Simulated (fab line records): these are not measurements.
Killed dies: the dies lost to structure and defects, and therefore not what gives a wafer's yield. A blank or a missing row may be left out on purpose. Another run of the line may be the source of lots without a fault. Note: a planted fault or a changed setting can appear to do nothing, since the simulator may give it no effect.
Which tool was responsible? | flow n5-finfet | Sampling: 23 lots, 69 wafers, 3 of 1938 route steps

WHAT EACH GAUGE READ, for each wafer
N5_GATE_CUT_CD_MEAS_13: the cd target is 20 nm.
lot  | measured     | on        | cd-nm (nm)
L074 | day 4 10:47  | cd-sem-02 | 19.9 19.9 19.7
L075 | day 4 21:09  | cd-sem-03 | 19.7 19.9 19.8
L076 | day 5 10:52  | cd-sem-02 | 20.1 20.2 20.3
L077 | day 5 18:44  | cd-sem-01 | 20.5 20.0 20.1
L078 | day 5 18:58  | cd-sem-02 | 20.0 20.0 19.9
L079 | day 5 21:47  | cd-sem-01 | 20.3 20.7 20.4
L080 | day 6 04:56  | cd-sem-01 | 19.8 20.0 20.0
L081 | day 6 08:43  | cd-sem-02 | 20.5 20.2 19.8
L082 | day 6 14:30  | cd-sem-03 | 19.5 19.1 19.7
L083 | day 6 21:51  | cd-sem-03 | 20.3 20.5 20.3
L084 | day 7 03:05  | cd-sem-01 | 19.6 20.1 19.6
L085 | day 7 08:29  | cd-sem-03 | 19.4 19.7 19.5
L086 | day 7 19:59  | cd-sem-02 | 20.0 19.9 19.7
L087 | day 7 23:35  | cd-sem-03 | 20.0 20.3 20.0
L088 | day 8 07:41  | cd-sem-01 | 19.4 19.8 19.4
L089 | day 8 10:01  | cd-sem-02 | 19.6 20.3 20.0
L090 | day 8 18:03  | cd-sem-02 | 20.3 20.2 20.7
L092 | day 9 02:09  | cd-sem-01 | 20.1 20.1 19.7
L093 | day 9 10:46  | cd-sem-02 | 20.1 20.1 19.8
L094 | day 9 11:02  | cd-sem-02 | 19.3 19.8 20.1
L095 | day 9 18:57  | cd-sem-03 | 20.6 20.0 19.8
L097 | day 10 03:38 | cd-sem-02 | 19.1 19.6 19.7
L096 | day 10 05:59 | cd-sem-03 | 20.0 20.1 20.5

EACH LOT AND THE TOOL THAT RAN IT (in order: tool; ch and the chambers of the sampled wafers; start)
lot  | N5_HKMG_FIN_STRIP_19                | N5_GATE_CUT_STRIP_59
L074 | plasma-asher-01 ch 0,1, day 4 03:27 | rie-diel-06 ch 0,2, day 4 07:32
L075 | plasma-asher-01 ch 0,1, day 4 12:55 | rie-diel-01 ch 0,1,3, day 4 17:28
L076 | plasma-asher-02 ch 0,1, day 5 01:12 | rie-diel-05 ch 1,2,3, day 5 05:55
L077 | plasma-asher-02 ch 0,1, day 5 11:16 | rie-diel-05 ch 2,3, day 5 15:22
L078 | plasma-asher-01 ch 0,1, day 5 11:23 | rie-diel-05 ch 0,3, day 5 15:37
L079 | plasma-asher-01 ch 0,1, day 5 13:47 | rie-diel-05 ch 0,3, day 5 18:02
L080 | plasma-asher-02 ch 0,1, day 5 21:29 | rie-diel-06 ch 0,1,2, day 6 01:40
L081 | plasma-asher-01 ch 0,1, day 6 01:05 | rie-diel-01 ch 0,1, day 6 05:34
L082 | plasma-asher-02 ch 0,1, day 6 06:43 | rie-diel-06 ch 2,3, day 6 11:07
L083 | plasma-asher-01 ch 0,1, day 6 14:25 | rie-diel-01 ch 1,2, day 6 18:41
L084 | plasma-asher-02 ch 0,1, day 6 19:25 | rie-diel-06 ch 0,1,3, day 6 23:49
L085 | plasma-asher-01 ch 0,1, day 7 00:25 | rie-diel-01 ch 1,2, day 7 04:41
L086 | plasma-asher-02 ch 0,1, day 7 12:07 | rie-diel-01 ch 0,2,3, day 7 16:42
L087 | plasma-asher-02 ch 0,1, day 7 16:02 | rie-diel-06 ch 2,3, day 7 20:26
L088 | plasma-asher-02 ch 0,1, day 8 00:02 | rie-diel-06 ch 1,2,3, day 8 04:24
L089 | plasma-asher-02 ch 0, day 8 02:20   | rie-diel-01 ch 2,3, day 8 06:44
L090 | plasma-asher-02 ch 0,1, day 8 08:49 | rie-diel-05 ch 1,2, day 8 13:13
L092 | plasma-asher-02 ch 0,1, day 8 18:39 | rie-diel-06 ch 0,2,3, day 8 22:52
L093 | plasma-asher-01 ch 0,1, day 9 03:17 | rie-diel-06 ch 0,2,3, day 9 07:29
L094 | plasma-asher-02 ch 0,1, day 9 03:21 | rie-diel-06 ch 1,3, day 9 07:46
L095 | plasma-asher-01 ch 0,1, day 9 11:16 | rie-diel-05 ch 0,1,2, day 9 15:28
L097 | plasma-asher-02 ch 0,1, day 9 20:07 | rie-diel-01 ch 0,2, day 10 00:20
L096 | plasma-asher-01 ch 0,1, day 9 22:19 | rie-diel-06 ch 1,3, day 10 02:37
- N5_HKMG_FIN_STRIP_19: strips in N2/H2, time 360 s.
- N5_GATE_CUT_STRIP_59: strips in N2/H2, time 20 s.

AS READ BY THE TOOLS THEMSELVES (means over the sampled wafers that have a number; for cases with no such wafer, the mark the record gives instead)
N5_HKMG_FIN_STRIP_19.
lot  | tool            | drypump-motor-current-A (A) | heater-power-w (W)
L074 | plasma-asher-01 | 5.94                        | 468
L075 | plasma-asher-01 | 5.89                        | 477
L076 | plasma-asher-02 | 5.76                        | 474
L077 | plasma-asher-02 | 5.78                        | 466
L078 | plasma-asher-01 | 5.94                        | 469
L079 | plasma-asher-01 | 5.95                        | 472
L080 | plasma-asher-02 | 5.77                        | 469
L081 | plasma-asher-01 | 5.88                        | 474
L082 | plasma-asher-02 | 5.57                        | 456
L083 | plasma-asher-01 | 5.95                        | 476
L084 | plasma-asher-02 | 5.57                        | 457
L085 | plasma-asher-01 | 5.88                        | 476
L086 | plasma-asher-02 | 5.57                        | 449
L087 | plasma-asher-02 | 5.55                        | 450
L088 | plasma-asher-02 | 5.57                        | 459
L089 | plasma-asher-02 | 5.35                        | 443
L090 | plasma-asher-02 | 5.57                        | 458
L092 | plasma-asher-02 | 5.55                        | 455
L093 | plasma-asher-01 | 5.95                        | 472
L094 | plasma-asher-02 | 5.57                        | 456
L095 | plasma-asher-01 | 5.88                        | 482
L097 | plasma-asher-02 | 5.55                        | 455
L096 | plasma-asher-01 | 5.88                        | 471

N5_GATE_CUT_STRIP_59.
lot  | tool        | drypump-motor-current-A (A) | oes-product-au (a.u.) | rf-vpp-V (V) | showerhead-plenum-p-Torr (Torr) | throttle-valve-pct (%)
L074 | rie-diel-06 | 5.4                         | 0.72                  | 46.1         | 3.24                            | 12.49
L075 | rie-diel-01 | 5.8                         | 0.80                  | 45.7         | 3.53                            | 12.03
L076 | rie-diel-05 | 5.8                         | 0.73                  | 45.2         | 3.40                            | 12.26
L077 | rie-diel-05 | 5.7                         | 0.71                  | 45.8         | 3.48                            | 12.41
L078 | rie-diel-05 | 5.7                         | 0.75                  | 45.4         | 3.43                            | 12.37
L079 | rie-diel-05 | 5.7                         | 0.77                  | 45.3         | 3.34                            | 12.36
L080 | rie-diel-06 | 5.7                         | 0.77                  | 45.7         | 3.33                            | 12.29
L081 | rie-diel-01 | 5.8                         | 0.82                  | 45.5         | 3.55                            | 11.99
L082 | rie-diel-06 | 6.3                         | 0.75                  | 45.2         | 3.37                            | 12.17
L083 | rie-diel-01 | 6.4                         | 0.76                  | 44.9         | 3.34                            | 11.99
L084 | rie-diel-06 | 5.7                         | 0.80                  | 46.4         | 3.35                            | 12.33
L085 | rie-diel-01 | 6.4                         | 0.76                  | 45.6         | 3.33                            | 12.01
L086 | rie-diel-01 | 5.9                         | 0.77                  | 45.3         | 3.43                            | 12.16
L087 | rie-diel-06 | 6.3                         | 0.78                  | 45.0         | 3.40                            | 12.20
L088 | rie-diel-06 | 6.2                         | 0.80                  | 46.0         | 3.40                            | 12.15
L089 | rie-diel-01 | 6.0                         | 0.72                  | 44.5         | 3.41                            | 12.22
L090 | rie-diel-05 | 5.9                         | 0.70                  | 44.9         | 3.29                            | 12.20
L092 | rie-diel-06 | 5.9                         | 0.73                  | 45.7         | 3.31                            | 12.40
L093 | rie-diel-06 | 5.8                         | 0.73                  | 45.3         | 3.31                            | 12.42
L094 | rie-diel-06 | 6.0                         | 0.83                  | 46.6         | 3.44                            | 12.14
L095 | rie-diel-05 | 5.8                         | 0.71                  | 44.9         | 3.30                            | 12.34
L097 | rie-diel-01 | 6.1                         | 0.76                  | 45.9         | 3.34                            | 12.14
L096 | rie-diel-06 | 6.0                         | 0.82                  | 45.2         | 3.43                            | 12.15

THE ANSWER, worked out from the rows above alone
Rule: usual is defined by the lots themselves. Put in order of their means at a reading, lots are off if they are a third of the lots or fewer, leave a main group of 4 or more, and stand apart from it by a gap of 3 or more times the standard deviation of the main group's means; of several such gaps the widest counts. A main group is skipped when, at the precision printed for the reading in the tables above, its means are all equal. Also off: a lot with no number at a reading for which 4 or more lots have one. Any other lot the step has rows for is counted as sound. Order of review: gauges by route order, followed by the tools' own readings, for which a lot's mean as printed above is used. The first step at which some lot is off is used, and at that step the reading that is off furthest; a lot without a number counts as furthest.
No lot is off at any reading shown: from this, nothing can be told.

WHAT WAS PUT IN BY THE SIMULATOR
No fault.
